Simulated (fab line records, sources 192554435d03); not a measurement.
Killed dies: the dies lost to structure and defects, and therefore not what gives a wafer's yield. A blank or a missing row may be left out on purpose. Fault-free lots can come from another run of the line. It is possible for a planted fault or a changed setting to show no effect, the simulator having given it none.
Matching of chambers | flow n5Finfet | rieDiel-06 running N5_BEOL_M7_ETCH_61: 4 sister chambers
The step etches SiARC in CF4, target depth 45.5 nm, time 75.8 s. 22 wafers are shown with their chamber, then 11 later ones without.

WAFERS PAIRED WITH THEIR CHAMBERS
wafer  | chamber | drypumpMotorCurrentA (A) | showerheadPlenumPTorr (Torr) | throttleValvePct (%)
L074.1 | 1       | 5.9                      | 2.12                         | 16.1
L074.2 | 0       | 5.8                      | 2.19                         | 15.7
L074.5 | 0       | 5.8                      | 2.19                         | 15.7
L075.1 | 1       | 5.9                      | 2.12                         | 16.1
L075.2 | 0       | 5.7                      | 2.19                         | 15.7
L075.3 | 3       | 5.8                      | 2.18                         | 15.2
L079.2 | 1       | 5.9                      | 2.11                         | 16.2
L079.4 | 0       | 5.8                      | 2.19                         | 15.7
L079.6 | 2       | 5.2                      | 2.16                         | 15.8
L085.1 | 3       | 5.8                      | 2.18                         | 15.2
L085.2 | 2       | 5.2                      | 2.16                         | 15.8
L085.3 | 1       | 5.9                      | 2.11                         | 16.1
L085.4 | 3       | 5.8                      | 2.18                         | 15.2
L085.5 | 2       | 5.2                      | 2.16                         | 15.8
L085.6 | 1       | 5.9                      | 2.11                         | 16.1
L090.1 | 1       | 5.9                      | 2.11                         | 16.2
L090.2 | 0       | 5.7                      | 2.19                         | 15.3
L090.6 | 1       | 5.8                      | 2.11                         | 16.2
L091.1 | 2       | 5.2                      | 2.15                         | 15.9
L091.4 | 2       | 5.2                      | 2.15                         | 15.9
L091.6 | 0       | 5.8                      | 2.18                         | 15.2
L089.2 | 2       | 5.2                      | 2.15                         | 15.9

SIGNATURES (averages over the wafers above)
reading               | chamber 0 | chamber 1 | chamber 2 | chamber 3 | scatter within a chamber
drypumpMotorCurrentA  | 5.767     | 5.886     | 5.200     | 5.800     | 0.0349
showerheadPlenumPTorr | 2.1883    | 2.1129    | 2.1550    | 2.1800    | 0.00457
throttleValvePct      | 15.550    | 16.143    | 15.850    | 15.200    | 0.131
Rule: for each reading, subtract the chamber's mean from the wafer's reading, divide by that reading's scatter and square the result; add these up over the readings and take the root, which gives the wafer's distance from the chamber. If the next closest chamber is less than 2 further off than the closest, the wafer can't be placed; otherwise it belongs to the closest. The scatter: take each reading less its chamber's mean, square it, sum over the shown wafers, divide by the number of wafers less the number of chambers, and take the root.

WAFERS WHOSE CHAMBER IS MISSING
wafer  | drypumpMotorCurrentA (A) | showerheadPlenumPTorr (Torr) | throttleValvePct (%)
L089.3 | 5.8                      | 2.18                         | 15.3
L089.6 | 5.8                      | 2.18                         | 15.2
L094.1 | 5.2                      | 2.15                         | 15.9
L094.5 | 5.2                      | 2.15                         | 15.9
L094.6 | 5.8                      | 2.17                         | 15.2
L096.1 | 5.9                      | 2.10                         | 15.7
L096.2 | 5.2                      | 2.15                         | 15.9
L096.3 | 5.8                      | 2.17                         | 15.2
L097.1 | 5.7                      | 2.18                         | 15.3
L097.2 | 5.2                      | 2.15                         | 15.9
L097.4 | 5.9                      | 2.10                         | 15.7

WHICH CHAMBER EACH WENT THROUGH
wafer  | from the rows above     | in truth
L089.3 | 3                       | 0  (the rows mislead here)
L089.6 | 3                       | 3
L094.1 | 2                       | 2
L094.5 | 2                       | 2
L094.6 | 3                       | 3
L096.1 | 1                       | 1
L096.2 | 2                       | 2
L096.3 | 3                       | 3
L097.1 | can't be placed: 3 or 0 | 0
L097.2 | 2                       | 2
L097.4 | 1                       | 1
Correctly placed: 9 of 11. Cannot be placed on the basis of these rows: 1; the candidates contain the true chamber in 1. 1 placed wrongly.
